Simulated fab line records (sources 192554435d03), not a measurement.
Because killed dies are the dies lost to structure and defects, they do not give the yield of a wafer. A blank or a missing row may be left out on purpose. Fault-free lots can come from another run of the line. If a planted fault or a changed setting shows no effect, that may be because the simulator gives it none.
Which of the tools did it? + flow n5-finfet + 10 lots with 27 wafers sampled at 5 steps, on a route of 1938 steps

## WHAT EACH GAUGE READ, for each wafer
N5_DUMMY_GATE_CD_MEAS_50 targets a cd of 14 nm.
| lot  | measured    | on        | cd-nm (nm)     |
|------|-------------|-----------|----------------|
| L633 | day 4 09:40 | cd-sem-02 | 13.0 13.7 14.3 |
| L634 | day 4 20:02 | cd-sem-03 | 13.4 14.7 14.8 |
| L636 | day 5 04:13 | cd-sem-03 | 13.9 14.7 15.0 |
| L641 | day 6 14:11 | cd-sem-01 | 13.8 14.1 14.2 |
| L642 | day 6 19:49 | cd-sem-02 | 14.7 14.9      |
| L644 | day 7 05:58 | cd-sem-03 | 14.3 14.3      |
| L645 | day 7 10:19 | cd-sem-03 | 13.7 14.1      |
| L647 | day 7 23:29 | cd-sem-03 | 13.9 14.9 13.8 |
| L648 | day 8 06:39 | cd-sem-03 | 14.0 14.3 13.7 |
| L650 | day 9 01:32 | cd-sem-02 | 14.0 13.6 13.4 |

N5_BEOL_M4_RC_MEAS_101.
| lot  | measured     | on        | DIBL_N (mV/V)  | DIBL_P (mV/V)  | IOFF_N (nA/um) | IOFF_P (nA/um) | ION_N (uA/um) | ION_P (uA/um) | SS_N (mV/dec)  | SS_P (mV/dec)  | VT_N (mV)   | VT_P (mV)      |
|------|--------------|-----------|----------------|----------------|----------------|----------------|---------------|---------------|----------------|----------------|-------------|----------------|
| L633 | day 9 06:25  | prober-02 | 39.9 38.3 37.1 | 40.2 37.8 35.9 | 0.22 0.18 0.17 | 0.26 0.23 0.21 | 692 689 701   | 471 473 477   | 72.2 71.7 71.5 | 75.1 73.6 74.6 | 247 247 246 | -246 -246 -248 |
| L634 | day 9 15:16  | prober-02 | 39.5 39.9 36.4 | 38.3 38.0 35.1 | 0.19 0.22 0.16 | 0.27 0.27 0.22 | 675 672 677   | 465 460 470   | 72.0 72.6 70.3 | 73.3 73.2 72.6 | 249 247 251 | -247 -244 -247 |
| L636 | day 9 16:55  | prober-01 | 37.2 33.7 30.6 | 39.2 35.7 31.6 | 0.19 0.13 0.09 | 0.23 0.18 0.13 | 662 667 638   | 451 454 441   | 72.9 70.8 70.6 | 73.5 72.9 72.3 | 250 252 256 | -249 -255 -255 |
| L641 | day 12 21:15 | prober-01 | 37.7 36.4 37.2 | 35.8 34.5 34.4 | 0.17 0.15 0.16 | 0.22 0.19 0.19 | 691 675 676   | 473 462 460   | 72.6 72.1 72.3 | 73.5 72.9 72.9 | 248 250 251 | -246 -251 -251 |
| L642 | day 13 14:40 | prober-01 | 33.3 33.9      | 32.8 34.1      | 0.11 0.12      | 0.14 0.15      | 666 664       | 450 453       | 70.0 70.9      | 72.3 72.7      | 255 254     | -255 -255      |
| L644 | day 14 01:34 | prober-01 | 36.9 38.0      | 34.5 36.6      | 0.15 0.15      | 0.19 0.22      | 673 648       | 456 452       | 71.2 72.3      | 73.6 74.2      | 249 253     | -252 -252      |
| L645 | day 13 19:43 | prober-02 | 37.5 40.0      | 35.8 38.8      | 0.16 0.21      | 0.21 0.25      | 694 683       | 471 462       | 71.5 72.7      | 74.1 74.0      | 249 245     | -249 -247      |
| L647 | day 13 01:41 | prober-01 | 35.2 35.7 37.2 | 36.5 36.8 39.7 | 0.14 0.16 0.19 | 0.17 0.18 0.22 | 678 681 698   | 458 457 471   | 70.4 71.7 72.5 | 72.9 73.2 73.5 | 248 248 246 | -257 -254 -250 |
| L648 | day 13 00:07 | prober-02 | 38.4 35.6 38.0 | 36.3 34.7 37.4 | 0.17 0.12 0.16 | 0.21 0.19 0.22 | 663 668 676   | 453 464 460   | 72.6 71.1 72.0 | 73.2 73.2 74.0 | 250 252 248 | -250 -251 -246 |
| L650 | day 15 04:40 | prober-01 | 36.2 36.5 36.9 | 36.7 36.7 37.3 | 0.15 0.15 0.16 | 0.21 0.21 0.21 | 668 668 665   | 460 458 457   | 71.1 70.7 71.4 | 73.1 73.2 74.1 | 250 251 251 | -249 -248 -250 |

## WHAT TOOL EACH LOT RAN ON (gives the tool, then ch and the chambers of the sampled wafers, and finally the start)
| lot  | N5_DUMMY_GATE_ETCH_36             | N5_DUMMY_GATE_ETCH_32           | N5_SPACER0_ALD_07                |
|------|-----------------------------------|---------------------------------|----------------------------------|
| L633 | rie-diel-05 ch 0,2,3, day 4 09:13 | rie-si-05 ch 0,2,3, day 4 09:57 | ald-sin-02 ch 0,1,3, day 4 10:33 |
| L634 | rie-diel-05 ch 0,2,3, day 4 19:43 | rie-si-03 ch 0,1, day 4 20:20   | ald-sin-02 ch 2,3, day 4 22:48   |
| L636 | rie-diel-01 ch 0,1,3, day 5 03:58 | rie-si-05 ch 0,1,2, day 5 04:31 | ald-sin-03 ch 0,3, day 5 05:02   |
| L641 | rie-diel-05 ch 0,2,3, day 6 13:44 | rie-si-05 ch 0,1,2, day 6 14:33 | ald-sin-02 ch 0,2, day 6 15:29   |
| L642 | rie-diel-06 ch 0,1, day 6 19:32   | rie-si-05 ch 0,2, day 6 20:06   | ald-sin-03 ch 1,3, day 6 20:43   |
| L644 | rie-diel-05 ch 0,3, day 7 05:41   | rie-si-05 ch 0,3, day 7 06:15   | ald-sin-03 ch 1,3, day 7 06:46   |
| L645 | rie-diel-01 ch 0,2, day 7 10:03   | rie-si-05 ch 1,2, day 7 10:37   | ald-sin-02 ch 2,3, day 7 11:17   |
| L647 | rie-diel-06 ch 0,3, day 7 23:07   | rie-si-03 ch 0,1,2, day 7 23:49 | ald-sin-03 ch 2,3, day 8 00:25   |
| L648 | rie-diel-05 ch 0,1,3, day 8 06:11 | rie-si-03 ch 1,2,3, day 8 06:59 | ald-sin-02 ch 0,2,3, day 8 07:30 |
| L650 | rie-diel-05 ch 1,2, day 9 01:07   | rie-si-04 ch 0,3, day 9 01:52   | ald-sin-02 ch 0,1,2, day 9 03:10 |
- N5_DUMMY_GATE_ETCH_36: etches SiARC in CF4, target depth 13 nm.
- N5_DUMMY_GATE_ETCH_32: etches SiO2 in CF4, target depth 3.5 nm, time 3.9 s.
- N5_SPACER0_ALD_07: deposits SiNx, target thk 2 nm.

## WHAT THE TOOLS THEMSELVES READ (means of the sampled wafers that have a number; where no wafer has one, the mark that the record gives instead)
N5_DUMMY_GATE_ETCH_36.
| lot  | tool        | drypump-motor-current-A (A) | oes-product-au (a.u.) | rf-vpp-V (V) | showerhead-plenum-p-Torr (Torr) | throttle-valve-pct (%) |
|------|-------------|-----------------------------|-----------------------|--------------|---------------------------------|------------------------|
| L633 | rie-diel-05 | 5.6                         | 0.70                  | 183.6        | 2.10                            | 15.88                  |
| L634 | rie-diel-05 | 5.6                         | 0.69                  | 182.1        | 2.10                            | 15.89                  |
| L636 | rie-diel-01 | 5.0                         | 0.74                  | 185.3        | 2.19                            | 15.80                  |
| L641 | rie-diel-05 | 5.7                         | 0.80                  | 184.9        | 2.18                            | 15.73                  |
| L642 | rie-diel-06 | 5.9                         | 0.78                  | 184.6        | 2.19                            | 15.51                  |
| L644 | rie-diel-05 | 5.8                         | 0.83                  | 183.5        | 2.16                            | 15.77                  |
| L645 | rie-diel-01 | 5.3                         | 0.77                  | 185.9        | 2.20                            | 15.87                  |
| L647 | rie-diel-06 | 5.8                         | 0.78                  | 184.5        | 2.17                            | 15.59                  |
| L648 | rie-diel-05 | 6.1                         | 0.79                  | 183.9        | 2.12                            | 15.77                  |
| L650 | rie-diel-05 | 6.2                         | 0.72                  | 183.4        | 2.11                            | 15.76                  |

N5_DUMMY_GATE_ETCH_32.
| lot  | tool      | drypump-motor-current-A (A) | he-backside-leak-sccm (sccm) | oes-product-au (a.u.) | throttle-valve-pct (%) |
|------|-----------|-----------------------------|------------------------------|-----------------------|------------------------|
| L633 | rie-si-05 | 5.7                         | 2.5                          | 1.013                 | 22.0                   |
| L634 | rie-si-03 | 5.0                         | 2.7                          | 0.995                 | 21.9                   |
| L636 | rie-si-05 | 5.8                         | 2.7                          | 1.011                 | 21.8                   |
| L641 | rie-si-05 | 5.8                         | 2.6                          | 1.011                 | 21.8                   |
| L642 | rie-si-05 | 6.0                         | 2.8                          | 1.124                 | 21.8                   |
| L644 | rie-si-05 | 5.3                         | 2.5                          | 1.129                 | 21.9                   |
| L645 | rie-si-05 | 5.9                         | 2.8                          | 1.131                 | 22.0                   |
| L647 | rie-si-03 | 5.4                         | 2.8                          | 0.999                 | 21.8                   |
| L648 | rie-si-03 | 6.0                         | 2.8                          | 1.002                 | 21.8                   |
| L650 | rie-si-04 | 5.2                         | 2.7                          | 0.996                 | 21.3                   |

N5_SPACER0_ALD_07.
| lot  | tool       | heater-power-w (W) |
|------|------------|--------------------|
| L633 | ald-sin-02 | 802                |
| L634 | ald-sin-02 | 787                |
| L636 | ald-sin-03 | 854                |
| L641 | ald-sin-02 | 909                |
| L642 | ald-sin-03 | 766                |
| L644 | ald-sin-03 | 768                |
| L645 | ald-sin-02 | 818                |
| L647 | ald-sin-03 | 724                |
| L648 | ald-sin-02 | 854                |
| L650 | ald-sin-02 | 876                |

## THE ANSWER, worked out from the rows above alone
Rule: what is usual is taken from the lots themselves. Put in order of their means at a reading, lots are off if they are a third of the lots or fewer, leave a main group of 4 or more, and stand apart from it by a gap of 3 or more times the standard deviation of the main group's means; of several such gaps the widest counts. If all means in a main group match to the digits the tables above print for the reading, that group is not used. Also off: a lot with no number at a reading for which 4 or more lots have one. Where the step has rows for the other lots, those lots are counted as sound. The gauges are gone through in route order, then the tools' own readings, and for those a lot's mean is taken as printed above. The first step at which some lot is off is used, and at that step the reading that is off furthest; a lot without a number counts as furthest.
Off at N5_DUMMY_GATE_ETCH_32 (oes-product-au): L642, L644, L645. Mean 1.004 a.u. and standard deviation 0.0071 in the main group.
If a tool, at that step or one of the process steps before it, ran each lot that is off and ran no sound lot following the first of them, it fits. One fits: N5_DUMMY_GATE_ETCH_32 on rie-si-05. A fault onset in the window from L641 (day 6 14:33, its last sound lot) to L642 (day 6 20:06, its first lot off) fits.
On the lots that are off, the tool's own readings at N5_DUMMY_GATE_ETCH_32 differ by more than 5 times the standard deviation of the sound lots' means, which bears it out; oes-product-au reads 1.128 a.u. there versus 1.004 a.u. on the sound lots.

## WHAT THE SIMULATOR HAD PUT IN
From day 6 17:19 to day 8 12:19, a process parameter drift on rie-si-05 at N5_DUMMY_GATE_ETCH_32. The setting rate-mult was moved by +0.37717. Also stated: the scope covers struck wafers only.
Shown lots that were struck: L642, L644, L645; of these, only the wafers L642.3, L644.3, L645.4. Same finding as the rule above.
